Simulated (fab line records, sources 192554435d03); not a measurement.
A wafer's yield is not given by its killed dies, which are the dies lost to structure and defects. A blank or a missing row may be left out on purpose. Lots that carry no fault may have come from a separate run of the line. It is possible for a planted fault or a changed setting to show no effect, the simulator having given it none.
fab line records + flow n5Finfet
[record]
- lots = 13
- wafers = 32
- lastDay = 17
route steps=1938 shown HKMG_FIN@439 PASSIVATION@1936
lots untouched by any fault: they come from a run of this same line in which no faults occurred
startH: hours from the record's first day to the start of the lot's first wafer shown + waitH: hours elapsed since this lot's preceding step + " same as the row above + L1.1+2: a single row standing in for several wafers + - no value, or no start given + * or withheld: withheld + < > ~ a bound
route shown NAME@n: names a module that has steps shown in the file, with the first one's number in the route + usual: the fault-free wafers' mean and standard deviation + same: alike in all rows + chamber/n: place in a boat + sites: each site's reading + _std_site: their standard deviation + _edge_site: inner sites' mean taken away from outer sites' mean + radiusMm: for every site, how far away it sits from the centre of the wafer + mask NAME#n: copy n + behind: tool/chamber where the wafer was last shaped + hold: why the lot went on hold/how many hours it stayed there/how the hold came to an end + device: the transistor (n, p or np) that didn't switch + end of line: at the end of the route, the tests of the same wafers + step lacking rows: just its recipe + killed: dies lost to structure and defects at the first sort, not the wafer's yield + map: dies across one wafer; x = killed, . = not, _ = none there
set.NAME: the run value of the setting; set.NAME@STEP: its run value at that earlier step + model.NAME: the simulator's own value behind a step, which no gauge read
the route's steps for a sample of lots (tables are steps, rows are wafers)
services: the hour from which a tool's chamber was out of use, counted from the record's first day as startH (under 0 if before that day), plus the number of hours and why
[[steps]]
[step N5_HKMG_FIN_STRIP_92]
[recipe]
- chemistry = N2/H2
- material = SOC
- timeS = 20
- powerW = 500
- tempC = 40
- pressureMtorr = 50
- rfFrequencyHz = 6e+07
- biasPowerW = 8
- h2Frac = 0.5
- n2FlowSccm = 300
- h2FlowSccm = 300
[usual]
- chamberPressureMTorr = 50.00/0.043
- drypumpMotorCurrentA = 5.8/0.44
- oesProductAu = 0.83/0.087
- rfVppV = 54.3/0.89
- showerheadPlenumPTorr = 3.35/0.079
- throttleValvePct = 19.2/0.51
| lot.wafer | tool       | chamber | startH | waitH | chamberPressureMTorr | drypumpMotorCurrentA | oesProductAu | rfHoursCounterH | rfVppV | showerheadPlenumPTorr | throttleValvePct |
|-----------|------------|---------|--------|-------|----------------------|----------------------|--------------|-----------------|--------|-----------------------|------------------|
| L440.4    | rieDiel-01 | 1       | 81.15  | 0.1   | 50.02                | 5.8                  | 0.69         | 190             | 54.7   | 3.35                  | 20.1             |
| L440.5    | "          | 1       | "      | "     | 49.99                | 5.8                  | 0.70         | -               | 54.9   | 3.35                  | 20.2             |
| L440.6    | "          | 2       | "      | "     | 50.01                | 5.3                  | 0.81         | -               | 54.0   | 3.53                  | 19.3             |
| L442.3    | rieDiel-01 | 0       | 93.70  | 0.1   | 50.07                | 6.3                  | 0.82         | 110             | 55.2   | 3.42                  | 19.2             |
| L442.6    | "          | 3       | "      | "     | 50.03                | 6.0                  | 0.83         | -               | 54.9   | 3.40                  | 19.0             |
| L443.2    | rieDiel-05 | 1       | 102.54 | 0.1   | 50.06                | 5.8                  | 0.90         | 21              | 54.4   | 3.25                  | 18.7             |
| L443.3    | "          | 2       | "      | "     | 50.02                | 6.7                  | 0.72         | 154             | 55.4   | 3.38                  | 20.2             |
| L444.1    | rieDiel-04 | 0       | 108.87 | 0.1   | 50.00                | 5.9                  | 0.81         | 100             | 54.0   | 3.28                  | 19.4             |
| L444.2    | "          | 3       | "      | "     | 49.95                | 6.0                  | 1.02         | 0               | 55.1   | 3.28                  | 18.5             |
| L446.1    | rieDiel-01 | 0       | 119.02 | 0.1   | 50.03                | 6.3                  | 0.80         | 119             | 54.3   | 3.41                  | 19.2             |
| L446.6    | "          | 1       | "      | "     | 50.02                | 5.8                  | 0.69         | -               | 53.9   | 3.34                  | 20.1             |
| L448.4    | rieDiel-05 | 2       | 127.91 | 0.1   | 50.02                | 6.7                  | 0.71         | 165             | 54.6   | 3.38                  | 20.2             |
| L448.5    | "          | 2       | "      | "     | 50.01                | 6.7                  | 0.72         | -               | 55.2   | 3.38                  | 20.2             |
| L449.2    | rieDiel-04 | 0       | 134.21 | 0.1   | 50.02                | 5.9                  | 0.78         | 110             | 55.0   | 3.28                  | 19.4             |
| L449.3    | "          | 3       | "      | "     | 49.95                | 6.0                  | 0.96         | 10              | 53.5   | 3.28                  | 18.5             |
| L449.6    | "          | 3       | "      | "     | 50.01                | 6.1                  | 0.97         | -               | 51.9   | 3.28                  | 18.4             |
| L450.2    | rieDiel-01 | 2       | 143.80 | 0.1   | 50.05                | 5.3                  | 0.79         | 123             | 56.0   | 3.51                  | 19.3             |
| L450.5    | "          | 0       | "      | "     | 50.00                | 6.3                  | 0.78         | -               | 54.5   | 3.41                  | 19.2             |
| L452.5    | rieDiel-01 | 0       | 153.46 | 0.0   | 49.87                | 6.4                  | 0.78         | -               | 52.5   | 3.41                  | 19.2             |
| L452.6    | "          | 3       | "      | "     | 49.95                | 6.0                  | 0.81         | -               | 54.0   | 3.38                  | 19.0             |
| L458.2    | rieDiel-04 | 0       | 187.54 | 0.1   | 50.06                | 5.9                  | 0.78         | 127             | 53.5   | 3.27                  | 19.5             |
| L458.3    | "          | 3       | "      | "     | 49.92                | 6.1                  | 0.92         | 26              | 54.3   | 3.27                  | 18.5             |
| L458.4    | "          | 1       | "      | "     | 49.94                | 5.4                  | 0.88         | 56              | 54.3   | 3.43                  | 18.9             |
| L459.3    | rieDiel-01 | 1       | 198.79 | 0.1   | 50.02                | 5.8                  | 0.68         | 229             | 55.0   | 3.33                  | 20.2             |
| L459.4    | "          | 2       | "      | "     | 49.99                | 5.3                  | 0.77         | 141             | 55.8   | 3.50                  | 19.3             |
| L459.6    | "          | 2       | "      | "     | 50.02                | 5.3                  | 0.76         | -               | 55.9   | 3.50                  | 19.3             |
| L460.2    | rieDiel-04 | 3       | 202.17 | 0.1   | 50.02                | 6.0                  | 0.93         | 30              | 52.0   | 3.27                  | 18.5             |
| L460.5    | "          | 0       | "      | "     | 49.94                | 5.9                  | 0.78         | -               | 53.0   | 3.26                  | 19.5             |
| L460.6    | "          | 1       | "      | "     | 50.01                | 5.4                  | 0.87         | -               | 54.4   | 3.43                  | 18.9             |
| L462.2    | rieDiel-01 | 3       | 218.32 | 0.1   | 50.03                | 6.0                  | 0.79         | 110             | 54.1   | 3.37                  | 19.0             |
| L462.4    | "          | 1       | "      | "     | 50.02                | 5.8                  | 0.67         | 236             | 52.5   | 3.32                  | 20.2             |
| L462.6    | "          | 3       | "      | "     | 50.00                | 6.0                  | 0.79         | -               | 54.3   | 3.37                  | 19.0             |
[step N5_HKMG_FIN_STRIP_88]
[recipe]
- chemistry = N2/H2
- powerW = 2500
- tempC = 300
- h2Frac = 0.65
- timeS = 360
- pressureMtorr = withheld
- n2FlowSccm = 1750
- h2FlowSccm = 3250
[usual]
- drypumpMotorCurrentA = 6.1/0.59
- heaterPowerW = 530/46
| lot.wafer | tool           | chamber | startH | waitH | drypumpMotorCurrentA | heaterPowerW | rfHoursCounterH |
|-----------|----------------|---------|--------|-------|----------------------|--------------|-----------------|
| L440.4    | plasmaAsher-02 | 1       | 82.49  | 0.1   | 5.9                  | 463          | -               |
| L440.5    | "              | 1       | "      | "     | 5.9                  | 464          | -               |
| L440.6    | "              | 0       | "      | "     | 6.7                  | 568          | -               |
| L442.3    | plasmaAsher-01 | 0       | 94.94  | 0.1   | 5.1                  | 565          | -               |
| L442.6    | "              | 1       | "      | "     | 6.3                  | 529          | -               |
| L443.2    | plasmaAsher-02 | 1       | 103.70 | 0.0   | 5.9                  | 462          | 92              |
| L443.3    | "              | 0       | "      | "     | 6.7                  | 566          | -               |
| L444.1    | plasmaAsher-01 | 0       | 109.99 | 0.0   | 5.1                  | 576          | 42              |
| L444.2    | "              | 1       | "      | "     | 6.4                  | 548          | 42              |
| L446.1    | plasmaAsher-02 | 1       | 120.32 | 0.0   | 5.9                  | 460          | 95              |
| L446.6    | "              | 0       | "      | "     | 6.7                  | 548          | -               |
| L448.4    | plasmaAsher-02 | 0       | 129.15 | 0.1   | 6.7                  | 566          | -               |
| L448.5    | "              | 1       | "      | "     | 5.9                  | 462          | -               |
| L449.2    | plasmaAsher-02 | 0       | 135.35 | 0.0   | 6.7                  | 557          | 98              |
| L449.3    | "              | 1       | "      | "     | 5.9                  | 453          | -               |
| L449.6    | "              | 1       | "      | "     | 5.9                  | 468          | -               |
| L450.2    | plasmaAsher-02 | 0       | 144.92 | 0.0   | 6.7                  | 573          | 100             |
| L450.5    | "              | 0       | "      | "     | 6.7                  | 562          | -               |
| L452.5    | plasmaAsher-01 | 1       | 154.81 | 0.3   | 6.4                  | 548          | -               |
| L452.6    | "              | 0       | "      | "     | 5.1                  | 574          | -               |
| L458.2    | plasmaAsher-01 | 0       | 188.67 | 0.0   | 5.1                  | 570          | 59              |
| L458.3    | "              | 1       | "      | "     | 6.3                  | 545          | -               |
| L458.4    | "              | 0       | "      | "     | 5.1                  | 556          | -               |
| L459.3    | plasmaAsher-02 | 0       | 200.07 | 0.1   | 6.8                  | 563          | -               |
| L459.4    | "              | 1       | "      | "     | 5.9                  | 463          | -               |
| L459.6    | "              | 0       | "      | "     | 6.7                  | 565          | -               |
| L460.2    | plasmaAsher-02 | 1       | 203.29 | 0.0   | 5.9                  | 458          | 111             |
| L460.5    | "              | 0       | "      | "     | 6.7                  | 561          | -               |
| L460.6    | "              | 1       | "      | "     | 5.9                  | 464          | -               |
| L462.2    | plasmaAsher-01 | 1       | 219.43 | 0.0   | 6.4                  | 538          | 64              |
| L462.4    | "              | 1       | "      | "     | 6.4                  | 540          | -               |
| L462.6    | "              | 1       | "      | "     | 6.3                  | 535          | -               |
[step N5_HKMG_FIN_NWFM_ALD_20]
[recipe]
- material = TiAlC
- targetThkA = 20
- tempC = 300
- aldPrecursorFamily = TiCl4
- aldCoReactant = TEA
- pulseTimeS = 3
- purgeTimeS = 2
- coReactantPurgeTimeS = 2
- coReactantPulseTimeS = 10
- aldCycles = 7
- pressureTorr = 3
[usual]
- aldCycles = 7/0
- chamberPressureTorr = 3.001/0.0064
- heaterPowerW = 480/54
- precursorPulseHeightRel = 1.001/0.022
| lot.wafer | tool        | chamber | startH | waitH | aldCycles | chamberPressureTorr | heaterPowerW | precursorPulseHeightRel |
|-----------|-------------|---------|--------|-------|-----------|---------------------|--------------|-------------------------|
| L440.4    | aldMetal-04 | 3       | 82.75  | 0.1   | 7         | 3.001               | 491          | 1.035                   |
| L440.5    | "           | 3       | "      | "     | 7         | 2.997               | 488          | 0.996                   |
| L440.6    | "           | 0       | "      | "     | 7         | 3.014               | 402          | 0.981                   |
| L442.3    | aldMetal-04 | 3       | 95.20  | 0.1   | 7         | 2.993               | 491          | 1.009                   |
| L442.6    | "           | 0       | "      | "     | 7         | 2.991               | 405          | 1.030                   |
| L443.2    | aldMetal-03 | 3       | 104.08 | 0.3   | 7         | 3.003               | 497          | 1.012                   |
| L443.3    | "           | 1       | "      | "     | 7         | 3.001               | 506          | 0.959                   |
| L444.1    | aldMetal-04 | 2       | 110.37 | 0.3   | 7         | 3.005               | 477          | 1.031                   |
| L444.2    | "           | 0       | "      | "     | 7         | 2.993               | 392          | 0.968                   |
| L446.1    | aldMetal-03 | 3       | 120.71 | 0.3   | 7         | 3.006               | 499          | 1.038                   |
| L446.6    | "           | 3       | "      | "     | 7         | 3.004               | 495          | 1.002                   |
| L448.4    | aldMetal-03 | 0       | 129.41 | 0.1   | 7         | 3.007               | 583          | 1.018                   |
| L448.5    | "           | 1       | "      | "     | 7         | 3.002               | 512          | 0.986                   |
| L449.2    | aldMetal-02 | 3       | 135.74 | 0.3   | 7         | 3.000               | 536          | 0.990                   |
| L449.3    | "           | 1       | "      | "     | 7         | 3.001               | 470          | 0.968                   |
| L449.6    | "           | 1       | "      | "     | 7         | 3.004               | 455          | 0.998                   |
| L450.2    | aldMetal-03 | 3       | 145.30 | 0.3   | 7         | 3.000               | 490          | 0.990                   |
| L450.5    | "           | 2       | "      | "     | 7         | 3.004               | 439          | 1.019                   |
| L452.5    | aldMetal-02 | 1       | 155.00 | 0.1   | 7         | 3.004               | 479          | 0.989                   |
| L452.6    | "           | 2       | "      | "     | 7         | 2.992               | 437          | 1.013                   |
| L458.2    | aldMetal-04 | 3       | 189.05 | 0.3   | -         | -                   | -            | -                       |
| L458.3    | "           | 0       | "      | "     | -         | -                   | -            | -                       |
| L458.4    | "           | 2       | "      | "     | -         | -                   | -            | -                       |
| L459.3    | aldMetal-02 | 3       | 200.33 | 0.1   | -         | -                   | -            | -                       |
| L459.4    | "           | 2       | "      | "     | -         | -                   | -            | -                       |
| L459.6    | "           | 1       | "      | "     | -         | -                   | -            | -                       |
| L460.2    | aldMetal-03 | 2       | 203.68 | 0.3   | -         | -                   | -            | -                       |
| L460.5    | "           | 2       | "      | "     | -         | -                   | -            | -                       |
| L460.6    | "           | 1       | "      | "     | -         | -                   | -            | -                       |
| L462.2    | aldMetal-04 | 3       | 219.82 | 0.3   | 7         | 3.007               | 496          | 0.980                   |
| L462.4    | "           | 2       | "      | "     | 7         | 3.000               | 464          | 1.001                   |
| L462.6    | "           | 0       | "      | "     | 7         | 2.993               | 392          | 0.969                   |
[step N5_HKMG_FIN_ETCH_67]
[recipe]
- chemistry = N2/H2
- target = SOC
- targetDepthA = 3889
- stopOn = TiN
- ionEnergyEv = 100
- biasW = 61
- pressureMtorr = 30
- sourceW = 850
- n2FlowSccm = 200
- h2FlowSccm = 200
[usual]
- chamberPressureMTorr = 30.001/0.029
- drypumpMotorCurrentA = 5.7/0.51
- oesProductAu = 0.81/0.084
- rfVppV = 240.6/1.2
- showerheadPlenumPTorr = 2.53/0.061
- throttleValvePct = 17.9/0.34
| lot.wafer | tool       | chamber | startH | waitH | chamberPressureMTorr | drypumpMotorCurrentA | oesProductAu | rfHoursCounterH | rfVppV | showerheadPlenumPTorr | throttleValvePct |
|-----------|------------|---------|--------|-------|----------------------|----------------------|--------------|-----------------|--------|-----------------------|------------------|
| L440.4    | rieDiel-01 | 2       | 83.33  | -     | 29.926               | 5.3                  | 0.78         | 102             | 244.0  | 2.67                  | 17.9             |
| L440.5    | "          | 0       | "      | "     | 30.021               | 6.3                  | 0.81         | -               | 242.1  | 2.59                  | 17.9             |
| L440.6    | "          | 1       | "      | "     | 30.003               | 5.8                  | 0.70         | -               | 240.0  | 2.53                  | 18.5             |
| L442.3    | rieDiel-05 | 3       | 95.64  | -     | 30.006               | 5.0                  | 0.65         | 250             | 239.2  | 2.50                  | 18.1             |
| L442.6    | "          | 0       | "      | "     | 29.977               | 5.1                  | 0.90         | -               | 238.1  | 2.48                  | 17.7             |
| L443.2    | rieDiel-04 | 2       | 104.59 | -     | 29.981               | 5.4                  | 0.68         | 253             | 239.4  | 2.53                  | 18.2             |
| L443.3    | "          | 0       | "      | "     | 29.965               | 6.0                  | 0.80         | 98              | 240.2  | 2.48                  | 17.9             |
| L444.1    | rieDiel-04 | 0       | 110.81 | -     | 30.020               | 5.9                  | 0.79         | 101             | 238.3  | 2.48                  | 17.9             |
| L444.2    | "          | 1       | "      | "     | 29.980               | 5.4                  | 0.89         | 28              | 242.0  | 2.61                  | 17.8             |
| L446.1    | rieDiel-05 | 0       | 121.14 | -     | 30.033               | 5.1                  | 0.88         | 42              | 240.7  | 2.48                  | 17.7             |
| L446.6    | "          | 1       | "      | "     | 30.066               | 5.8                  | 0.88         | -               | 240.3  | 2.45                  | 17.5             |
| L448.4    | rieDiel-05 | 2       | 129.85 | -     | 30.022               | 6.7                  | 0.71         | 166             | 241.4  | 2.55                  | 18.5             |
| L448.5    | "          | 2       | "      | "     | 29.980               | 6.7                  | 0.70         | -               | 240.7  | 2.56                  | 18.5             |
| L449.2    | rieDiel-05 | 2       | 136.18 | -     | 30.061               | 6.7                  | 0.70         | 169             | 240.7  | 2.55                  | 18.5             |
| L449.3    | "          | 0       | "      | "     | 30.028               | 5.1                  | 0.86         | 48              | 239.0  | 2.48                  | 17.7             |
| L449.6    | "          | 1       | "      | "     | 30.038               | 5.8                  | 0.87         | -               | 241.0  | 2.45                  | 17.5             |
| L450.2    | rieDiel-05 | 2       | 145.79 | -     | 29.993               | 6.7                  | 0.70         | 172             | 240.7  | 2.55                  | 18.5             |
| L450.5    | "          | 0       | "      | "     | 30.014               | 5.1                  | 0.86         | -               | 241.4  | 2.47                  | 17.7             |
| L452.5    | rieDiel-01 | 1       | 155.58 | -     | 29.987               | 5.8                  | 0.69         | -               | 239.1  | 2.52                  | 18.6             |
| L452.6    | "          | 2       | "      | "     | 30.031               | 5.3                  | 0.76         | -               | 243.0  | 2.66                  | 18.0             |
| L458.2    | rieDiel-04 | 1       | 189.49 | -     | 29.986               | 5.4                  | 0.84         | 57              | 240.1  | 2.60                  | 17.8             |
| L458.3    | "          | 3       | "      | "     | 29.983               | 6.0                  | 0.91         | 26              | 242.3  | 2.47                  | 17.4             |
| L458.4    | "          | 0       | "      | "     | 29.982               | 6.0                  | 0.76         | 128             | 239.9  | 2.47                  | 18.0             |
| L459.3    | rieDiel-05 | 2       | 200.77 | -     | 29.980               | 6.7                  | 0.69         | 191             | 239.6  | 2.55                  | 18.6             |
| L459.4    | "          | 0       | "      | "     | 30.064               | 5.1                  | 0.84         | 70              | 239.9  | 2.47                  | 17.7             |
| L459.6    | "          | 1       | "      | "     | 30.029               | 5.8                  | 0.84         | -               | 241.2  | 2.44                  | 17.6             |
| L460.2    | rieDiel-05 | 1       | 204.12 | -     | 29.999               | 5.8                  | 0.84         | 61              | 240.6  | 2.44                  | 17.6             |
| L460.5    | "          | 0       | "      | "     | 30.012               | 5.1                  | 0.84         | -               | 241.4  | 2.47                  | 17.7             |
| L460.6    | "          | 1       | "      | "     | 30.030               | 5.8                  | 0.84         | -               | 239.4  | 2.44                  | 17.6             |
| L462.2    | rieDiel-04 | 0       | 220.26 | -     | 29.991               | 5.9                  | 0.75         | 140             | 240.3  | 2.47                  | 18.0             |
| L462.4    | "          | 3       | "      | "     | 29.995               | 6.0                  | 0.90         | 38              | 239.9  | 2.47                  | 17.5             |
| L462.6    | "          | 2       | "      | "     | 29.953               | 5.4                  | 0.89         | -               | 238.9  | 2.51                  | 17.7             |
[step N5_PASSIVATION_PROBE_49]
[usual]
- killed_at_M0_to_M3 = 32/9.3
- killed_at_M4_up = 14/4.9
- killedAtContacts = 15/7.5
- killedAtFrontEnd = 40/11
- killedAtOther = 4/3.3
- killedDies = 104/17
- killedOpen = 68/14
- killedShort = 33/7.9
[same]
- grossDies = 1180
- killedAtBackSide = 0
| lot.wafer | tool      | chamber | startH | waitH | killed_at_M0_to_M3 | killed_at_M4_up | killedAtContacts | killedAtFrontEnd | killedAtOther | killedDies | killedOpen | killedShort |
|-----------|-----------|---------|--------|-------|--------------------|-----------------|------------------|------------------|---------------|------------|------------|-------------|
| L449.2    | prober-02 | -       | 319.84 | 0.1   | 45                 | 15              | 20               | 22               | 18            | 120        | 78         | 39          |
| L449.3    | prober-02 | -       | 319.89 | 0.1   | 41                 | 12              | 20               | 31               | 4             | 108        | 55         | 52          |
| L449.6    | prober-02 | -       | 320.04 | 0.3   | 34                 | 13              | 22               | 25               | 6             | 100        | 65         | 34          |
| L459.3    | prober-01 | -       | 390.79 | 0.1   | 46                 | 13              | 8                | 29               | 14            | 110        | 61         | 39          |
| L459.6    | prober-01 | -       | 390.94 | 0.3   | 31                 | 18              | 8                | 44               | 7             | 108        | 63         | 41          |
// killed by level:class
L449.2 BEOL_M3:geometricParticle:open=15 MOL_CONTACT_COAG:geometricParticle:open=12 BEOL_M0_SAQP:geometricParticle:open=10 MOL_CONTACT_COAG:geometricParticle:short=8 GATE_CUT:geometricParticle:open=6 PASS1_DEP:geometricParticle:open=5 BEOL_M0_SAQP:geometricParticle:short=5 BEOL_M3:geometricParticle:short=5
L449.3 MOL_CONTACT_COAG:geometricParticle:short=15 BEOL_M3:geometricParticle:open=10 FIN_SAQP:geometricParticle:short=9 BEOL_M3:geometricParticle:short=9 BEOL_M1:geometricParticle:open=7 FIN_SAQP:geometricParticle:open=6 DUMMY_GATE:geometricParticle:open=5 MOL_CONTACT_COAG:geometricParticle:open=5
L449.6 MOL_CONTACT_COAG:geometricParticle:open=17 BEOL_M3:geometricParticle:open=15 BEOL_M4:geometricParticle:open=7 FIN_SAQP:geometricParticle:short=6 GATE_CUT:geometricParticle:short=6 BEOL_M2:geometricParticle:open=6 FIN_SAQP:geometricParticle:open=5 MOL_CONTACT_COAG:geometricParticle:short=5
L459.3 BEOL_M0_SAQP:geometricParticle:open=13 BEOL_M1:geometricParticle:open=11 BEOL_M0_SAQP:geometricParticle:short=10 PASSIVATION:areaEtch=10 FIN_SAQP:geometricParticle:short=8 STI_FIN_REVEAL:geometricParticle:open=6 MOL_CONTACT_COAG:geometricParticle:open=6 BEOL_M4:geometricParticle:open=6
L459.6 BEOL_M0_SAQP:geometricParticle:short=11 STI_FIN_REVEAL:geometricParticle:open=9 FIN_SAQP:geometricParticle:open=8 BEOL_M0_SAQP:geometricParticle:open=7 BEOL_M5:geometricParticle:open=7 MOL_CONTACT_COAG:geometricParticle:open=6 BEOL_M1:geometricParticle:open=6 GATE_CUT:geometricParticle:short=5
[[services]]
| tool           | chamber | startH | hours | kind                        |
|----------------|---------|--------|-------|-----------------------------|
| aldMetal-03    | -       | 61.80  | 2.1   | repair                      |
| aldMetal-04    | 1       | 63.06  | -     | calibration                 |
| rieDiel-05     | 0       | 64.07  | 2.2   | repair                      |
| rieDiel-04     | 0       | 87.45  | 6.6   | repair                      |
| rieDiel-04     | 3       | 94.41  | -     | clean                       |
| rieDiel-04     | 3       | 94.41  | -     | consumableReplace:focusRing |
| rieDiel-05     | 3       | 96.43  | -     | clean                       |
| rieDiel-05     | 3       | 96.43  | -     | consumableReplace:focusRing |
| rieDiel-05     | 3       | 96.43  | 19.5  | scheduledDown               |
| rieDiel-05     | 3       | 96.43  | 19.5  | ventCycle                   |
| aldMetal-04    | -       | 99.07  | 6.0   | pm                          |
| rieDiel-04     | 2       | 108.99 | -     | clean                       |
| rieDiel-04     | 2       | 108.99 | -     | consumableReplace:focusRing |
| rieDiel-04     | 2       | 108.99 | 10.1  | scheduledDown               |
| rieDiel-04     | 2       | 108.99 | 10.1  | ventCycle                   |
| aldMetal-02    | -       | 115.13 | 2.8   | pm                          |
| rieDiel-04     | -       | 148.85 | 0.1   | repair                      |
| plasmaAsher-02 | -       | 149.07 | 2.7   | pm                          |
| aldMetal-02    | 0       | 152.00 | 9.9   | repair                      |
| aldMetal-02    | 1       | 158.25 | 28.4  | repair                      |
| rieDiel-04     | 2       | 172.28 | 4.3   | repair                      |
| rieDiel-05     | 0       | 185.05 | 3.2   | repair                      |
| rieDiel-04     | -       | 190.71 | 1.6   | repair                      |
| aldMetal-03    | -       | 198.21 | 2.6   | repair                      |
[[key]]
[firstSign]
- step = N5_HKMG_FIN_NWFM_ALD_20
- reading = toolRecord
- direction = missing
effect none on later readings
metAt N5_HKMG_FIN_NWFM_ALD_20
struckLots L458,L459,L460
testerLeftOut L458,L459,L460
[baselineLoss]
- step = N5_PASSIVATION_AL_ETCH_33
- wafers = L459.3
[baselineLoss]
- step = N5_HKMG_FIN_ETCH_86
- wafers = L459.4
notActingAt N5_HKMG_FIN_STRIP_92,N5_HKMG_FIN_STRIP_88,N5_HKMG_FIN_ETCH_67
onsetBetween 155.00 189.05
[fault]
- kind = skippedStepWhole
- tool = aldMetal-02,aldMetal-03,aldMetal-04
- chamber = -
- onsetH = 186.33
- steps = N5_HKMG_FIN_NWFM_ALD_20
- scope = struckLotsOnly
// testerLeftOut: of these lots the tester's yield and bins aren't shown, on N5 and GAA mostly nor the transistor test; their killed dies are dies lost to structure and defects alone, not to doping, threshold or leakage, so they don't give the yield
// baselineLoss: these wafers lose ten dies or more at that step, a loss of the line's own and not of a fault; the sort's usual values leave them out
